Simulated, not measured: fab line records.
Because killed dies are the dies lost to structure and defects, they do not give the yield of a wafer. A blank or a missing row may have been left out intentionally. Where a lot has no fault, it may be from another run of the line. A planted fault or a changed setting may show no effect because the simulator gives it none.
Matching of chambers || flow n5Finfet || N5_BEOL_M3_DEP_57 on pecvd-04 has 3 sister chambers
The step deposits SiCN from 3MS/NH3, target thk 8 nm, time 14 s. 6 wafers are shown with their chamber, then 10 later ones without.

== WAFERS, EACH WITH ITS CHAMBER ==
{"wafer": "L081.2", "chamber": 0, "throttleValvePct (%)": 9.5, "showerheadPlenumPTorr (Torr)": 3.691}
{"wafer": "L080.1", "chamber": 0, "throttleValvePct (%)": 9.6, "showerheadPlenumPTorr (Torr)": 3.689}
{"wafer": "L086.2", "chamber": 1, "throttleValvePct (%)": 11.2, "showerheadPlenumPTorr (Torr)": 3.666}
{"wafer": "L086.4", "chamber": 1, "throttleValvePct (%)": 10.9, "showerheadPlenumPTorr (Torr)": 3.671}
{"wafer": "L091.1", "chamber": 2, "throttleValvePct (%)": 8.8, "showerheadPlenumPTorr (Torr)": 3.638}
{"wafer": "L091.4", "chamber": 2, "throttleValvePct (%)": 9.0, "showerheadPlenumPTorr (Torr)": 3.648}

== WAFERS MISSING THEIR CHAMBER ==
{"wafer": "L091.5", "throttleValvePct (%)": 11.0, "showerheadPlenumPTorr (Torr)": 3.661}
{"wafer": "L090.1", "throttleValvePct (%)": 9.3, "showerheadPlenumPTorr (Torr)": 3.693}
{"wafer": "L090.3", "throttleValvePct (%)": 11.1, "showerheadPlenumPTorr (Torr)": 3.664}
{"wafer": "L090.5", "throttleValvePct (%)": 8.7, "showerheadPlenumPTorr (Torr)": 3.649}
{"wafer": "L093.3", "throttleValvePct (%)": 9.2, "showerheadPlenumPTorr (Torr)": 3.702}
{"wafer": "L093.4", "throttleValvePct (%)": 11.3, "showerheadPlenumPTorr (Torr)": 3.664}
{"wafer": "L093.6", "throttleValvePct (%)": 9.3, "showerheadPlenumPTorr (Torr)": 3.694}
{"wafer": "L095.2", "throttleValvePct (%)": 9.0, "showerheadPlenumPTorr (Torr)": 3.690}
{"wafer": "L095.4", "throttleValvePct (%)": 11.1, "showerheadPlenumPTorr (Torr)": 3.670}
{"wafer": "L095.5", "throttleValvePct (%)": 9.0, "showerheadPlenumPTorr (Torr)": 3.643}

== WHICH CHAMBER EACH WENT THROUGH ==
{"wafer": "L091.5", "from the rows above": 1, "in truth": 1}
{"wafer": "L090.1", "from the rows above": 0, "in truth": 0}
{"wafer": "L090.3", "from the rows above": 1, "in truth": 1}
{"wafer": "L090.5", "from the rows above": 2, "in truth": 2}
{"wafer": "L093.3", "from the rows above": 0, "in truth": 0}
{"wafer": "L093.4", "from the rows above": 1, "in truth": 1}
{"wafer": "L093.6", "from the rows above": 0, "in truth": 0}
{"wafer": "L095.2", "from the rows above": 0, "in truth": 0}
{"wafer": "L095.4", "from the rows above": 1, "in truth": 1}
{"wafer": "L095.5", "from the rows above": 2, "in truth": 2}
Correct placement for 10 of the 10. Number that these rows cannot place: 0. Wrongly placed: 0.
How it was worked out, from the rows above alone: a wafer's distance from a chamber is the root of the sum, over the readings, of the square of ((its reading less the chamber's mean) divided by the reading's scatter). The wafer belongs to the nearest chamber; if the next one is less than 2 further off, it can't be placed. A chamber's mean is the mean of its shown wafers. The scatter is the square root of a quotient: the sum, over the shown wafers, of each reading's squared deviation from its chamber's mean, divided by wafers minus chambers.
